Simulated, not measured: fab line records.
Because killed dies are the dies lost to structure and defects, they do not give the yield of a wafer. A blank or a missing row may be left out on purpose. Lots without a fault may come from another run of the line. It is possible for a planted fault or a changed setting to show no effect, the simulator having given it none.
Matching of chambers ; flow nand_harc ; NHARC_A_STAIRCASE_DESCUM_312 on rie_diel-05: 4 sister chambers
The step chemistry O2, time 3 s. 4 wafers are shown with their chamber, then 12 later ones without.

== WAFERS WITH THEIR CHAMBER ==
wafer;chamber;showerhead_plenum_p_Torr (Torr)
L086.6;0;1.84
L093.1;3;1.96
L093.2;2;1.90
L093.6;1;1.82

== WAFERS WITH NO CHAMBER GIVEN ==
wafer;showerhead_plenum_p_Torr (Torr)
L090.2;1.90
L090.4;1.82
L090.5;1.96
L091.2;1.96
L091.3;1.83
L091.5;1.96
L092.1;1.90
L092.3;1.96
L092.6;1.90
L097.1;1.83
L097.2;1.95
L097.4;1.89

== EACH ONE'S CHAMBER ==
wafer;from the rows above;in truth
L090.2;2;2
L090.4;1;1
L090.5;3;3
L091.2;3;3
L091.3;can't be placed: 0 or 1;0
L091.5;3;3
L092.1;2;2
L092.3;3;3
L092.6;2;2
L097.1;can't be placed: 0 or 1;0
L097.2;3;3
L097.4;2;2
Correct placement for 10 of the 12. Can't be placed from these rows: 2 (the true chamber is among the candidates in 2). Placed wrongly: 0.
How it was worked out, from the rows above alone: a wafer's distance from a chamber is the root of the sum, over the readings, of the square of ((its reading less the chamber's mean) divided by the reading's scatter). If the next closest chamber is less than 2 further off than the closest, the wafer can't be placed; otherwise it belongs to the closest. Each chamber's mean is taken over the wafers shown for it. The scatter (one wafer shown for each chamber): square how far every hidden wafer sits from the nearest shown wafer, average those squares and take the square root.
